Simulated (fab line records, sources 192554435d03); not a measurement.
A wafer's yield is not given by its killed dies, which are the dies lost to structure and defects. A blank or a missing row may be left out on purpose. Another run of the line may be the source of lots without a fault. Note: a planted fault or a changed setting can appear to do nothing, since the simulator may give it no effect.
8D (eight disciplines) problem report, filled in by code -- flow n5-finfet -- the parts of the form that need people (team, actions taken, sign-off) are left out

## 1. WHAT WENT WRONG
bias-w at N5_PMOS_HMC_CHANNEL_EPI_ETCH_32 reads a mean of 242.1 W on 6 wafers of 2 lots; wafers without a fault read 150.0 W with a standard deviation of 0.4. That is +99 or more standard deviations from the usual mean.
The step: etches BARC in N2/H2, stops on SiO2, target depth 85.8 nm, time 50.3 s.
Seen first at day 2 11:13 on rie-diel-06, wafer L631.1. Wafers with a number at this step in the record: 18, from 6 lots. By rule, "out" or "out of limits" means more than 4 standard deviations away from the usual mean. The other wafers with a number count as sound.

## 2. WHAT THIS IS AND IS NOT
question,is,is not
which readings at this step,"bias-w, rf-vpp-V","drypump-motor-current-A, oes-product-au, showerhead-plenum-p-Torr, throttle-valve-pct"
which lots,"L631, L633","L630, L637, L640, L645"
which wafers of those lots,all that have a number,-
read on which tools,rie-diel-06,rie-diel-02
when,from day 2 11:13,"up to then (3 sound wafers); but 9 sound wafers of L637, L640, L645 came after"

## 3. WHAT RULES OUT EACH SUSPECT
Counting: any tool at a process step up to the reading is kept as a suspect provided that every lot that is out went through it and no sound lot did after the first of them.
- rie-diel-06 at N5_PMOS_HMC_CHANNEL_EPI_DESCUM_14 (chemistry O2, time 7.9 s): kept. All lots that are out passed through it, beginning with L631 at day 2 11:11, and no sound lot followed; its final sound lot before that point was L630 at day 2 05:29.
- rie-diel-06 at N5_PMOS_HMC_CHANNEL_EPI_ETCH_32 (etches BARC in N2/H2, stops on SiO2, target depth 85.8 nm, time 50.3 s): kept. All lots that are out passed through it, beginning with L631 at day 2 11:13, and no sound lot followed; its final sound lot before that point was L630 at day 2 05:31. Out on those wafers are its own readings of bias-w, rf-vpp-V.
What counting leaves: rie-diel-06 at N5_PMOS_HMC_CHANNEL_EPI_DESCUM_14 and rie-diel-06 at N5_PMOS_HMC_CHANNEL_EPI_ETCH_32.

## 4. THE CAUSE (what the simulator had put in)
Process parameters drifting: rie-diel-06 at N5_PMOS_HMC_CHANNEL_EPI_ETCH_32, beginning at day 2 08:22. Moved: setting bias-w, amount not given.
After counting, 2 suspects remain, this tool included.

## 5. THE EFFECT CHAIN, in route order
Rows list readings where the struck wafers' mean (over those with a number) sits beyond 3 standard deviations from the usual. Only readings for which the record gives a usual standard deviation are gone through. hours: the time from each lot's start at the first step in this table that gives one to its start at this step, as a median over the lots. sigmas: the change in usual standard deviations.
hours,step,reading,usual,on struck wafers,change,sigmas
0,N5_PMOS_HMC_CHANNEL_EPI_ETCH_32,bias-w,150.0 W,242.1,+92.1,+99 or more
0,N5_PMOS_HMC_CHANNEL_EPI_ETCH_32,rf-vpp-V,524.3 V,707.0,+182.7,+83
Its process steps:
- N5_PMOS_HMC_CHANNEL_EPI_ETCH_32: etches BARC in N2/H2, stops on SiO2, target depth 85.8 nm, time 50.3 s.

## 6. WHAT WOULD HAVE CAUGHT IT SOONER
First out-of-limits reading in this record: day 2 11:13, which is 3 hours after fault onset at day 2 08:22.
